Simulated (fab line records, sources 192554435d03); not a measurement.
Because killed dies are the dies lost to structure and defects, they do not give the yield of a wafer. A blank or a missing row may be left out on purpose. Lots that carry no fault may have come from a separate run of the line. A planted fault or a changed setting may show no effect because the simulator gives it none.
Split-lot experiment | flow n5_finfet | 39 wafers read across 7 lots, on a route 1938 steps long

## ON THE SPLIT
At N5_DUMMY_GATE_EXPOSE_12 (exposes mask GATE, target cd 25 nm), the setting dose_mj was moved away from the recipe's 34 on 9 of the 39 wafers read, by -8.0% to -5.6%. For the rest of the wafers, this setting stayed at what the recipe calls for.

## FROM THE SPLIT TO THE READING: what the file shows between them, 11 steps
- N5_DUMMY_GATE_PEB_13: peb time 60 s
- N5_DUMMY_GATE_DEVELOP_14: develop time 30 s
- N5_DUMMY_GATE_CD_MEAS_15: target cd 25.8 nm
- N5_DUMMY_GATE_STRIP_38: strips in N2/H2
- N5_DUMMY_GATE_STRIP_39: strips in N2/H2
- N5_DUMMY_GATE_TRIM_49: chemistry O2, time 29 s, target cd 14 nm
- N5_DUMMY_GATE_STRIP_40: strips in CF4
- N5_DUMMY_GATE_CD_MEAS_50: target cd 14 nm
- N5_DUMMY_GATE_ETCH_32: etches SiO2 in CF4, target depth 3.5 nm, time 3.9 s (also split here: time_s)
- N5_DUMMY_GATE_ETCH_23: etches poly-Si in HBr/Cl2/O2, target depth 41 nm, time 22.3 s
- N5_DUMMY_GATE_ETCH_44: etches poly-Si in HBr/O2, stops on SiO2, target depth 127.5 nm

## THE READING
At N5_DUMMY_GATE_CD_MEAS_24: cd_nm in nanometres, against a target cd of 15 nm. Typical for fault-free wafers on this fab line: 15.07 nm, with standard deviation 0.29 nm.

wafer  | tool, chamber at the split | dose_mj as run | against the recipe | cd_nm, nm | against lot-mates on the recipe
L075.1 | euv_scanner-02, 0          | 34             | recipe             | 15.02     | -
L075.2 | euv_scanner-02, 0          | 34             | recipe             | 14.91     | -
L075.3 | euv_scanner-02, 0          | 34             | recipe             | 14.80     | -
L075.4 | euv_scanner-02, 0          | 34             | recipe             | 15.65     | -
L075.5 | euv_scanner-02, 0          | 34             | recipe             | 14.84     | -
L075.6 | euv_scanner-02, 0          | 34             | recipe             | 15.02     | -
L077.1 | euv_scanner-01, 0          | 34             | recipe             | 15.41     | -
L077.2 | euv_scanner-01, 0          | 34             | recipe             | 15.35     | -
L077.3 | euv_scanner-01, 0          | 34             | recipe             | 15.17     | -
L077.4 | euv_scanner-01, 0          | 34             | recipe             | 14.94     | -
L077.5 | euv_scanner-01, 0          | 34             | recipe             | 14.76     | -
L077.6 | euv_scanner-01, 0          | 34             | recipe             | 15.49     | -
L085.1 | euv_scanner-01, 0          | 31.29          | -8.0%              | 16.97     | +1.72
L085.2 | euv_scanner-01, 0          | 34             | recipe             | 15.16     | -
L085.3 | euv_scanner-01, 0          | 31.29          | -8.0%              | 16.69     | +1.44
L085.4 | euv_scanner-01, 0          | 31.29          | -8.0%              | 16.71     | +1.46
L085.5 | euv_scanner-01, 0          | 34             | recipe             | 14.93     | -
L085.6 | euv_scanner-01, 0          | 34             | recipe             | 15.67     | -
L090.1 | euv_scanner-01, 0          | 34             | recipe             | 15.16     | -
L090.3 | euv_scanner-01, 0          | 34             | recipe             | 15.03     | -
L090.6 | euv_scanner-01, 0          | 34             | recipe             | 14.92     | -
L095.1 | euv_scanner-01, 0          | 34             | recipe             | 14.72     | -
L095.2 | euv_scanner-01, 0          | 34             | recipe             | 15.55     | -
L095.3 | euv_scanner-01, 0          | 34             | recipe             | 15.17     | -
L095.4 | euv_scanner-01, 0          | 34             | recipe             | 15.32     | -
L095.5 | euv_scanner-01, 0          | 34             | recipe             | 15.17     | -
L095.6 | euv_scanner-01, 0          | 34             | recipe             | 14.94     | -
L096.1 | euv_scanner-01, 0          | 31.34          | -7.8%              | 16.73     | +1.52
L096.2 | euv_scanner-01, 0          | 34             | recipe             | 15.51     | -
L096.3 | euv_scanner-01, 0          | 31.34          | -7.8%              | 16.99     | +1.78
L096.4 | euv_scanner-01, 0          | 34             | recipe             | 14.87     | -
L096.5 | euv_scanner-01, 0          | 34             | recipe             | 15.26     | -
L096.6 | euv_scanner-01, 0          | 31.34          | -7.8%              | 16.77     | +1.56
L097.1 | euv_scanner-01, 0          | 32.11          | -5.6%              | 16.08     | +0.90
L097.2 | euv_scanner-01, 0          | 34             | recipe             | 15.47     | -
L097.3 | euv_scanner-01, 0          | 34             | recipe             | 15.21     | -
L097.4 | euv_scanner-01, 0          | 32.11          | -5.6%              | 16.34     | +1.16
L097.5 | euv_scanner-01, 0          | 32.11          | -5.6%              | 16.03     | +0.85
L097.6 | euv_scanner-01, 0          | 34             | recipe             | 14.86     | -

THE FIT
A straight line over all 39 wafers: cd_nm changes by -0.206 nm for each +1% of dose_mj; r = -0.93; the points scatter about the line by 0.26 nm.
The same after taking each lot's own level away (the mean of its wafers on the recipe; 39 wafers): -0.195 nm for each +1%; r = -0.93; scatter 0.25 nm.
According to that fit, moving dose_mj by its largest amount changes the reading by 1.6 nm.
Across the lots, their own levels run from 15.037 to 15.253 nm, a range of 0.7 times the standard deviation given above.
So the lot-to-lot level changes the slope little: the two slopes agree.
Check: for one of the wafers moved furthest among these (-8.0%), held out of the fit, the line's prediction against its lot-mates is +1.53 nm. It came out at +1.72 nm against them.

## THE OTHER SPLITS THESE WAFERS WENT THROUGH
These wafers also went through other splits before the reading. Each is held against what the fit with the lots' levels taken away leaves over:
other split on the same wafers    | wafers away from the commonest value | r with cd_nm (lot level and that fit taken away)
N5_WELL_APT_IMPLANT_31 energy_kev | 12                                   | -0.15
N5_FIN_CUT_CUT_ETCH_26 source_w   | 12                                   | -0.12
N5_FIN_CUT_CUT_ETCH_15 time_s     | 15                                   | +0.10
N5_DUMMY_GATE_CVD_03 target_thk_a | 30                                   | +0.04
N5_DUMMY_GATE_ETCH_32 time_s      | 12                                   | +0.14

## THE WHOLE CHAIN: every reading that the file lists as answering this split, in the file's order
step                     | what it does                                                   | reading                                                           | change (the file's fit)               | r (the file's)
N5_DUMMY_GATE_CD_MEAS_15 | target cd 25.8 nm                                              | cd_nm                                                             | -0.178 nm for each +1% of the setting | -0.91
N5_DUMMY_GATE_TRIM_49    | chemistry O2, time 29 s, target cd 14 nm                       | DUMMY_GATE.cd_nm (the simulator's own value, which no gauge read) | -0.195 nm for each +1% of the setting | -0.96
N5_DUMMY_GATE_CD_MEAS_50 | target cd 14 nm                                                | cd_nm                                                             | -0.196 nm for each +1% of the setting | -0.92
N5_DUMMY_GATE_ETCH_44    | etches poly-Si in HBr/O2, stops on SiO2, target depth 127.5 nm | DUMMY_GATE.cd_nm (the simulator's own value, which no gauge read) | -0.206 nm for each +1% of the setting | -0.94
N5_DUMMY_GATE_CD_MEAS_24 | target cd 15 nm                                                | cd_nm                                                             | -0.195 nm for each +1% of the setting | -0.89

## FILE'S OWN FIT
cd_nm changes by -0.195 nm for each +1% of dose_mj, r = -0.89.
